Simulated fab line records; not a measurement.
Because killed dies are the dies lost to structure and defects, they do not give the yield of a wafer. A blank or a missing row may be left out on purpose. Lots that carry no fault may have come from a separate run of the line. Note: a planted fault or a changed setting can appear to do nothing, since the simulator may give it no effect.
Which tool is to blame? + flow nandHarc + Sampling: 11 lots, 33 wafers, 5 of 1302 route steps

WHAT EACH GAUGE READ, for each wafer
NHARC_END_SORT_01.
| lot  | measured     | on        | killedAtArray |
|------|--------------|-----------|---------------|
| L765 | day 27 15:32 | prober-01 | 44 45 29      |
| L767 | day 28 06:03 | prober-02 | 58 54 35      |
| L778 | day 32 09:56 | prober-01 | 41 41 30      |

WHAT TOOL EACH LOT RAN ON (gives the tool, then ch and the chambers of the sampled wafers, and finally the start)
| lot  | NHARC_A_STAIRCASE_HM_OPEN_457                | NHARC_A_STAIRCASE_DEP_301       | NHARC_A_STAIRCASE_DESCUM_312      | NHARC_A_STAIRCASE_HM_OPEN_463                |
|------|----------------------------------------------|---------------------------------|-----------------------------------|----------------------------------------------|
| L758 | rieDiel-04 ch 1,2,3, day 17 05:35 or earlier | pecvd-04 ch 1,2, day 17 05:35   | rieDiel-07 ch 0,3, day 17 06:25   | rieDiel-07 ch 0,3, no start                  |
| L760 | rieDiel-07 ch 0,1,3, day 18 02:35 or earlier | pecvd-01 ch 0,1, day 18 02:35   | rieDiel-10 ch 0,1,3, day 18 03:32 | rieDiel-10 ch 0,1,3, no start                |
| L766 | rieDiel-07 ch 0,1,2, day 19 18:23 or earlier | pecvd-01 ch 0,2, day 19 18:23   | rieDiel-07 ch 0,2,3, day 19 19:14 | rieDiel-07 ch 0,1,3, no start                |
| L765 | rieDiel-07 ch 1,3, day 20 05:03 or earlier   | pecvd-01 ch 0,2, day 20 05:03   | rieDiel-07 ch 0,1,3, day 20 05:52 | rieDiel-07 ch 2,3, day 27 15:32 or earlier   |
| L767 | rieDiel-10 ch 1,2,3, day 20 18:40 or earlier | pecvd-01 ch 0,1,2, day 20 18:40 | rieDiel-10 ch 1,2,3, day 20 19:39 | rieDiel-10 ch 0,2,3, day 28 06:03 or earlier |
| L776 | rieDiel-10 ch 0,2, day 24 05:08 or earlier   | pecvd-02 ch 0,1, day 24 05:08   | rieDiel-07 ch 1,3, day 24 06:07   | rieDiel-07 ch 1,2, no start                  |
| L775 | rieDiel-10 ch 0,3, day 24 05:53 or earlier   | pecvd-01 ch 0,1,2, day 24 05:53 | rieDiel-04 ch 0,1, day 24 06:52   | rieDiel-04 ch 1,2, no start                  |
| L778 | rieDiel-10 ch 2,3, day 24 21:22 or earlier   | pecvd-02 ch 0,1,2, day 24 21:22 | rieDiel-10 ch 0,2,3, day 24 22:18 | rieDiel-10 ch 0,2,3, day 32 09:56 or earlier |
| L777 | rieDiel-07 ch 2,3, day 25 02:45 or earlier   | pecvd-04 ch 0,1,2, day 25 02:45 | rieDiel-04 ch 1,2, day 25 03:37   | rieDiel-04 ch 0,3, no start                  |
| L780 | rieDiel-04 ch 0,1,3, day 25 21:08 or earlier | pecvd-01 ch 0,1,2, day 25 21:08 | rieDiel-04 ch 0,2,3, day 25 22:07 | rieDiel-04 ch 1,2,3, no start                |
| L779 | rieDiel-07 ch 0,1,3, day 26 08:00 or earlier | pecvd-01 ch 0,2, day 26 08:00   | rieDiel-10 ch 0,1,2, day 26 08:53 | rieDiel-10 ch 0,3, no start                  |
- NHARC_A_STAIRCASE_HM_OPEN_457: chemistry O2/COS.
- NHARC_A_STAIRCASE_DEP_301: deposits SiON, target thk 30 nm.
- NHARC_A_STAIRCASE_DESCUM_312: chemistry O2, time 3 s.
- NHARC_A_STAIRCASE_HM_OPEN_463: chemistry O2/COS.

THE ANSWER, worked out from the rows above alone
Rule: usual is defined by the lots themselves. Put in order of their means at a reading, lots are off if they are a third of the lots or fewer, leave a main group of 4 or more, and stand apart from it by a gap of 3 or more times the standard deviation of the main group's means; of several such gaps the widest counts. A main group is skipped when, at the precision printed for the reading in the tables above, its means are all equal. Also off: a lot with no number at a reading for which 4 or more lots have one. Where the step has rows for the other lots, those lots are counted as sound.
No lot is off at any reading shown: from this, nothing can be told.

WHAT THE SIMULATOR HAD PUT IN
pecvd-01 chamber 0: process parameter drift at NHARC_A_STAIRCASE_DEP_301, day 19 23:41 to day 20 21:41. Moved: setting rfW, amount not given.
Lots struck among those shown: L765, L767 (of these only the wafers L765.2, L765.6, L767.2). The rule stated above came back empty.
